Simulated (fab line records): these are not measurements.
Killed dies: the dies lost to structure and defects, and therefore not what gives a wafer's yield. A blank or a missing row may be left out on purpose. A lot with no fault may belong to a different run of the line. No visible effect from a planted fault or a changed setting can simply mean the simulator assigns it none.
Split-lot trial | flow n5_finfet | on a route of 1938 steps: 7 lots, 21 wafers read

ABOUT THE SPLIT
At N5_BEOL_M4_COAT_22 (resist thk 30 nm), the setting spin_rpm was moved away from the recipe's 1500 rpm on 3 of the 21 wafers read, by -7.8% to -7.7%. All remaining wafers had this setting at the recipe value.

The split's own step is where the reading is taken.

THE READING
CAR-EUV_of_BEOL_M4_COAT_22.thk_nm (the simulator's own value, which no gauge read), in nm, at N5_BEOL_M4_COAT_22 (resist thk 30 nm). The file does not state a usual value for it. The 18 wafers here that ran the recipe average 30.0 nm, standard deviation 0.063 nm.

wafer  | tool, chamber at the split | spin_rpm as run, rpm | against the recipe | CAR-EUV_of_BEOL_M4_COAT_22.thk_nm, nm | against lot-mates on the recipe
L078.2 | litho_track-04, 0          | 1500                 | recipe             | 30                                    | -
L078.4 | litho_track-04, 0          | 1500                 | recipe             | 30                                    | -
L078.6 | litho_track-04, 0          | 1500                 | recipe             | 30                                    | -
L081.2 | litho_track-01, 0          | 1500                 | recipe             | 30                                    | -
L081.3 | litho_track-01, 0          | 1383                 | -7.8%              | 31.4                                  | +1.4
L081.4 | litho_track-01, 0          | 1383                 | -7.8%              | 31.4                                  | +1.4
L083.2 | litho_track-02, 0          | 1500                 | recipe             | 30                                    | -
L083.4 | litho_track-02, 0          | 1500                 | recipe             | 30                                    | -
L083.5 | litho_track-02, 0          | 1500                 | recipe             | 30                                    | -
L085.1 | litho_track-04, 0          | 1384                 | -7.7%              | 31.4                                  | +1.2
L085.2 | litho_track-04, 0          | 1500                 | recipe             | 30.2                                  | -
L085.3 | litho_track-04, 0          | 1500                 | recipe             | 30.2                                  | -
L089.1 | litho_track-04, 0          | 1500                 | recipe             | 30                                    | -
L089.3 | litho_track-04, 0          | 1500                 | recipe             | 30                                    | -
L089.5 | litho_track-04, 0          | 1500                 | recipe             | 30                                    | -
L092.1 | litho_track-02, 0          | 1500                 | recipe             | 30                                    | -
L092.3 | litho_track-02, 0          | 1500                 | recipe             | 30                                    | -
L092.6 | litho_track-02, 0          | 1500                 | recipe             | 30                                    | -
L095.3 | litho_track-02, 0          | 1500                 | recipe             | 30                                    | -
L095.5 | litho_track-02, 0          | 1500                 | recipe             | 30                                    | -
L095.6 | litho_track-02, 0          | 1500                 | recipe             | 30                                    | -

THE FIT
A straight line over all 21 wafers: CAR-EUV_of_BEOL_M4_COAT_22.thk_nm changes by -0.177 nm for each +1% of spin_rpm; r = -0.99; the points scatter about the line by 0.061 nm.
The same after taking each lot's own level away (the mean of its wafers on the recipe; 21 wafers): -0.171 nm for each +1%; r = -1.00; scatter 0.035 nm.
Per that fit: largest spin_rpm move, reading shift of 1.3 nm.
From 30.00 to 30.20 nm: that is the span of the lots' own levels, equal to 3.2 times the standard deviation above.
So the lot-to-lot level changes the slope little: the two slopes agree.
Check: +1.31 nm against its lot-mates is what the line predicts for one of the wafers moved furthest among these (-7.8%) when that wafer is left out of the fit. Against them it came out at +1.4 nm.

FURTHER SPLITS ON THESE WAFERS
Before the reading, these wafers also passed through other splits. Each is held against what the fit with the lots' levels taken away leaves over:
other split on the same wafers               | wafers away from the commonest value | r with CAR-EUV_of_BEOL_M4_COAT_22.thk_nm (lot level and that fit taken away)
N5_SD_EPI_N_DESCUM_14 time_s                 | 8                                    | +0.08
N5_HKMG_FIN_COAT_29 spin_rpm                 | 7                                    | +0.17
N5_HKMG_FIN_DESCUM_17 time_s                 | 5                                    | -0.27
N5_GATE_CUT_DESCUM_18 time_s                 | 4                                    | +0.00
N5_MOL_CONTACT_COAG_CONTACT_ETCH_14 source_w | 7                                    | +0.29
N5_MOL_CONTACT_COAG_ALD_133 ald_cycles       | 9                                    | -0.30
N5_MOL_CONTACT_COAG_ETCH_124 bias_w          | 10                                   | -0.19
N5_BEOL_M0_ETCH_138 source_w                 | 2                                    | +0.00
N5_BEOL_M1_DEP_57 time_s                     | 6                                    | +0.15
N5_BEOL_M2_TRENCH_ETCH_37 bias_w             | 6                                    | +0.24
N5_BEOL_M3_TRENCH_ETCH_37 bias_w             | 8                                    | +0.18

FILE'S OWN FIT
CAR-EUV_of_BEOL_M4_COAT_22.thk_nm changes by -0.167 nm for each +1% of spin_rpm, r = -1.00.
